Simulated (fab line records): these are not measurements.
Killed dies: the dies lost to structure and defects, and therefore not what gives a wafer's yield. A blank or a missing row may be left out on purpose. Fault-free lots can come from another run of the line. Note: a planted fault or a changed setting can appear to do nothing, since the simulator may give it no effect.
A lot that was struck, set against a sound lot    flow n5 finfet    15 steps out of a route of 1938
Sound: the wafers L221.1, L221.3, L221.6. The struck wafers were L235.3, L235.4, L235.5. The cause is given at the end.
For every step that has rows: the tool of each side, followed by ch and its chambers, followed by its first start. Under that, the readings that differ: sound wafers    struck wafers    difference of the means    sigmas: that difference in standard deviations of wafers without a fault.
alike: readings with means less than 2 such deviations apart, plus words and numbers identical on both sides. not compared: withheld readings, readings lacking a value on some wafer, bounds such as >300 that could conceal the same value, and numbers that have no deviation in the record and whose values overlap.
A row with sigmas, a row that says differs or no value, or rows on one side alone: a step with any of these is where the two part. When numbers do not overlap yet have no deviation, they are printed without sigmas and do not part them. A reading missing from all wafers of one side parts the sides only when that side holds two or more wafers.

N5_BEOL_M10_CD_MEAS_28: target cd 70 nm.
  sound on cd sem-01 ch 0, day 10 21:17; struck on cd sem-02 ch 0, day 14 00:23
  alike: cd nm
N5_BEOL_M10_OVL_MEAS_29:
  sound on overlay-02 ch 0, day 10 21:19; struck on overlay-02 ch 0, day 14 00:25
  alike: V9_OVL
N5_BEOL_M10_INSPECT_30: inspects for defects (brightfield).
  sound on defect inspect-01 at day 10 21:20; struck on defect inspect-02 at day 14 00:26
  alike: raw defect count
N5_BEOL_M10_DESCUM_33: chemistry O2, time 7.9 s.
  sound on rie diel-03 ch 1,2,3, day 10 21:22; struck on rie diel-01 ch 0,1, day 14 00:28
  alike: drypump motor current A, oes product au, rf fwd power W, rf vpp V, showerhead plenum p Torr, throttle valve pct
  not compared: rf hours counter h
then, 1 step without rows for these wafers: N5_BEOL_M10_ETCH_65 (etches SiARC in CF4, target depth 39 nm, time 65 s).
N5_BEOL_M10_ETCH_66: etches SOC in N2/H2, target depth 120 nm, overetch 24 nm, time 180 s.
  sound on rie diel-03 ch 1,2,3, day 10 21:27; struck on rie diel-01 ch 0,1, day 14 00:33
  alike: drypump motor current A, oes product au, rf fwd power W, rf vpp V, showerhead plenum p Torr, throttle valve pct
  not compared: rf hours counter h
then, 1 step without rows for these wafers: N5_BEOL_M10_STRIP_69 (strips in N2/H2).
N5_BEOL_M10_VIA_ETCH_34: etches SiCOH lowk in C4F6/O2, target depth 184.5 nm, time 69.2 s.
  sound on rie diel-03 ch 1,2,3, day 10 21:35; struck on rie diel-01 ch 0,1, day 14 00:41
  alike: C4F6_flow_sccm, drypump motor current A, mfc ar sccm, oes product au, rf fwd power W, rf vpp V, showerhead plenum p Torr, throttle valve pct
  not compared: rf hours counter h
then, 2 steps without rows for these wafers: N5_BEOL_M10_STRIP_73 (strips in C4F6/O2); N5_BEOL_M10_STRIP_36 (strips in N2/H2).
N5_BEOL_M10_TRENCH_ETCH_37: etches SiCOH lowk in C4F6/O2, target depth 148.83 nm, time 48 s.
  sound on rie diel-03 ch 1,2,3; struck on rie diel-01 ch 0,1
  alike: C4F6_flow_sccm, drypump motor current A, mfc ar sccm, oes product au, rf fwd power W, rf vpp V, showerhead plenum p Torr, throttle valve pct
  not compared: rf hours counter h
N5_BEOL_M10_ETCH_41: etches SiCN in CH3F/O2, target depth 42.6 nm, time 86 s.
  sound on rie diel-03 ch 1,2,3; struck on rie diel-01 ch 0,1
  alike: drypump motor current A, mfc ar sccm, oes product au, rf fwd power W, rf vpp V, showerhead plenum p Torr, throttle valve pct
  not compared: rf hours counter h
N5_BEOL_M10_STRIP_77: strips in N2/H2, time 10 s.
  sound on rie diel-03 ch 1,2,3, day 10 21:47; struck on rie diel-01 ch 0,1, day 14 00:53
reading                         sound                 struck                difference  sigmas
chamber pressure mTorr (mTorr)  20.025 19.966 20.002  13.972 13.990 14.001  -6.010      -99 or more
  alike: drypump motor current A, oes product au, rf vpp V, showerhead plenum p Torr, throttle valve pct
  not compared: rf hours counter h
N5_BEOL_M10_OCD_MEAS_38:
  sound on ocd-01 at day 10 21:52; struck on ocd-01 at day 14 00:58
  alike: trench depth nm
then, 1 step without rows for these wafers: N5_PASSIVATION_PROBE_49.

WHERE THEY PART
N5_BEOL_M10_STRIP_77 only, going by this record. Later steps at which nothing parts them and some readings are alike: N5_BEOL_M10_OCD_MEAS_38.

WHY: whatever the simulator had introduced
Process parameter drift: rie diel-01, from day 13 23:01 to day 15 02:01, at N5_BEOL_M10_STRIP_77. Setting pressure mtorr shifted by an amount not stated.
